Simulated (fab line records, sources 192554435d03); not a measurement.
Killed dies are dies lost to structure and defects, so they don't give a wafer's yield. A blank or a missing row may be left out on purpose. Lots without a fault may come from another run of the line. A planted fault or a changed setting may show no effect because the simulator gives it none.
Chamber matching | flow n5_finfet | N5_BEOL_M7_VIA_ETCH_34 on rie_diel-01: 4 sister chambers
The step etches SiCOH lowk in C4F6/O2, target depth 125.5 nm, time 50.5 s. 8 wafers are shown with their chamber, then 9 later ones without.

WAFERS WITH THEIR CHAMBER
wafer  | chamber | drypump_motor_current_A (A) | rf_vpp_V (V)
L717.5 | 0       | 6.0                         | 686
L725.4 | 3       | 6.4                         | 619
L725.6 | 1       | 5.7                         | 666
L727.1 | 1       | 5.7                         | 666
L727.3 | 3       | 6.3                         | 618
L728.2 | 0       | 6.0                         | 685
L728.4 | 2       | 5.6                         | 661
L728.5 | 2       | 5.6                         | 659

WAFERS WITHOUT THEIR CHAMBER
wafer  | drypump_motor_current_A (A) | rf_vpp_V (V)
L729.1 | 6.4                         | 619
L729.4 | 5.7                         | 664
L729.5 | 6.3                         | 619
L732.3 | 5.6                         | 660
L732.4 | 6.3                         | 620
L732.5 | 5.7                         | 665
L730.2 | 5.7                         | 666
L730.5 | 5.6                         | 659
L730.6 | 6.3                         | 620

WHICH CHAMBER EACH WENT THROUGH
wafer  | from the rows above | in truth
L729.1 | 3                   | 3
L729.4 | 1                   | 1
L729.5 | 3                   | 3
L732.3 | 2                   | 2
L732.4 | 3                   | 3
L732.5 | 1                   | 1
L730.2 | 1                   | 1
L730.5 | 2                   | 2
L730.6 | 3                   | 3
Placed correctly: 9 of 9. Can't be placed from these rows: 0. Placed wrongly: 0.
How it was worked out, from the rows above alone: a wafer's distance from a chamber is the root of the sum, over the readings, of the square of ((its reading less the chamber's mean) divided by the reading's scatter). The wafer belongs to the nearest chamber; if the next one is less than 2 further off, it can't be placed. A chamber's mean is the mean of its shown wafers. The scatter: the root of (the sum of the squares of (reading less its chamber's mean) over the shown wafers, divided by (wafers less chambers)).
